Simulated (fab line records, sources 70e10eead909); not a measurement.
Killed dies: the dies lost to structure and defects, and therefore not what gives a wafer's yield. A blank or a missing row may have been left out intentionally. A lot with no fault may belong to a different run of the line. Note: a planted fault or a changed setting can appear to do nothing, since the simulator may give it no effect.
Struck lot and sound lot, side by side | flow nand harc | 25 out of 1302 route steps
Sound: wafers L667.2, L667.3, L667.5. Struck: wafer L678.4 (left out: L678.1, L678.3 of the same lot, which were not struck); the cause appears at the end.
Per side, at each step with rows, come the tool, then ch with its chambers, and then its first start. Under that, the readings that differ: sound wafers | struck wafers | difference of the means | sigmas: that difference in standard deviations of wafers without a fault.
alike: readings whose means differ by less than 2 such deviations, and words and numbers that are the same on both sides. not compared: withheld readings, readings that some wafer has no value for, bounds like >300 that may hide the same value, and numbers for which the record gives no deviation and whose values overlap.
Wherever a step has rows on one side only, a row that says differs or no value, or a row with sigmas, the two part there. Non-overlapping numbers with no deviation appear without sigmas and do not part them. A reading missing from all wafers of one side parts the sides only when that side holds two or more wafers.

first, 1 step without rows for these wafers: NHARC_P_M1_SRD_25.
NHARC_P_M1_INSPECT_27:
  struck on defect inspect-02, day 14 01:00; sound on defect inspect-02, day 9 14:28
  alike: raw defect count
NHARC_P_M1_PRE_CLEAN_32: time 12 s.
  sound on pecvd-01 ch 0,1, day 9 14:32; struck on pecvd-04 ch 0, day 14 01:04
  alike: heater power w
NHARC_P_M1_DEP_33: deposits SiCN, target thk 30 nm.
  sound on pecvd-01 ch 0,1, day 9 14:37; struck on pecvd-04 ch 0, day 14 01:09
  alike: heater power w
then, 7 steps without rows for these wafers: NHARC_P_M2_DEP_00 (deposits SiOC, target thk 182.5 nm); NHARC_P_M2_DEHYDRATE_01 (time 120 s); NHARC_P_M2_HMDS_02 (time 30 s); NHARC_P_M2_COAT_34 (time 65 s); NHARC_P_M2_COAT_03 (resist thk 90 nm); NHARC_P_M2_SOFTBAKE_04 (time 55 s); NHARC_P_M2_EBR_05.
NHARC_P_M2_EXPOSE_06: exposes mask P M2, target cd 170 nm.
  sound on arfi scanner-03 ch 0, day 9 15:36; struck on arfi scanner-01 ch 0, day 14 02:17
  alike: mask
then, 2 steps without rows for these wafers: NHARC_P_M2_PEB_07 (peb time 65 s); NHARC_P_M2_DEVELOP_08 (develop time 35 s).
NHARC_P_M2_CD_MEAS_09: target cd 170 nm.
  sound on cd sem-03 ch 0, day 9 15:44; struck on cd sem-02 ch 0, day 14 02:25
  reading    | sound             | struck | difference | sigmas
  cd nm (nm) | 170.2 169.3 168.8 | 179.0  | +9.6       | +14
NHARC_P_M2_OVL_MEAS_10: pitch 340 nm.
  struck on overlay-01, day 14 02:31; sound on overlay-01, day 9 15:49
  alike: overlay x nm, overlay y nm
NHARC_P_M2_INSPECT_11:
  struck on defect inspect-02, day 14 02:32; sound on defect inspect-02, day 9 15:52
  alike: raw defect count
NHARC_P_M2_DESCUM_14: chemistry O2, time 3 s.
  sound on rie diel-13 ch 0,1,3, day 9 15:56; struck on rie diel-07 ch 3, day 14 02:36
  reading               | sound           | struck | difference | sigmas
  model.P_M2.cd nm (nm) | 170 169.6 169.1 | 179    | +9         |
  alike: drypump motor current A, oes product au, rf vpp V, showerhead plenum p Torr, throttle valve pct
  not compared: rf hours counter h
NHARC_P_M2_ETCH_35: etches the open film in N2/H2, target depth 40 nm, overetch 12 nm, time 43.94 s.
  sound on rie diel-13 ch 1,2,3, day 9 16:01; struck on rie diel-07 ch 2, day 14 02:41
  alike: drypump motor current A, oes product au, rf vpp V, showerhead plenum p Torr, throttle valve pct
  not compared: rf hours counter h
NHARC_P_M2_ETCH_15: etches the open film in C4F8/Ar, target depth 182.5 nm, time 91.2 s.
  sound on rie diel-13 ch 2,3; struck on rie diel-07 ch 1
  reading               | sound             | struck | difference | sigmas
  oes product au (a.u.) | 0.918 0.931 0.928 | 0.978  | +0.052     | +2
  alike: rf vpp V
  not compared: rf hours counter h
NHARC_P_M2_CD_MEAS_16:
  struck on cd sem-02, day 14 02:55; sound on cd sem-03, day 9 16:14
  reading    | sound             | struck | difference | sigmas
  cd nm (nm) | 170.4 169.4 168.4 | 178.5  | +9.1       | +10
NHARC_P_M2_STRIP_18: strips in N2/H2.
  sound on rie diel-13 ch 0,1,2, day 9 16:20; struck on rie diel-07 ch 2, day 14 02:59
  alike: drypump motor current A, oes product au, rf vpp V, showerhead plenum p Torr, throttle valve pct
  not compared: rf hours counter h
NHARC_P_M2_ETCH_28: etches the open film in CF4/N2, target depth 30 nm, time 72.99 s.
  sound on rie diel-13 ch 1,2; struck on rie diel-07 ch 1
  reading               | sound             | struck | difference | sigmas
  model.P_M2.cd nm (nm) | 170.3 168.9 168.8 | 178.7  | +9.4       |
  alike: drypump motor current A, oes product au, rf vpp V, showerhead plenum p Torr, throttle valve pct
  not compared: rf hours counter h
then, 1 step without rows for these wafers: NHARC_P_M2_STRIP_19 (strips in post etch residue remover, time 600 s).
-- record jumps: 18 days between struck wafers' starts before vs after; left off in module P_M2, resumes in module END, first step shown is number 1302 of the route --
NHARC_END_SORT_01:
  sound on prober-01 ch 0, day 27 13:08; struck on prober-01 ch 0, day 32 10:31
  alike: defect limited yield, killed at array, killed at other, killed at periphery, killed dies, killed open, killed short, sort_bin_2_pct, sort_bin_3_pct, sort_bin_4_pct, sort n pass, sort rim yield pct, sort yield pct

== WHERE THEY PART ==
First at NHARC_P_M2_CD_MEAS_09; last, within this record, at NHARC_P_M2_CD_MEAS_16. Later steps at which nothing parts them and some readings are alike: NHARC_P_M2_STRIP_18, NHARC_P_M2_ETCH_28, NHARC_END_SORT_01.

WHY: whatever the simulator had introduced
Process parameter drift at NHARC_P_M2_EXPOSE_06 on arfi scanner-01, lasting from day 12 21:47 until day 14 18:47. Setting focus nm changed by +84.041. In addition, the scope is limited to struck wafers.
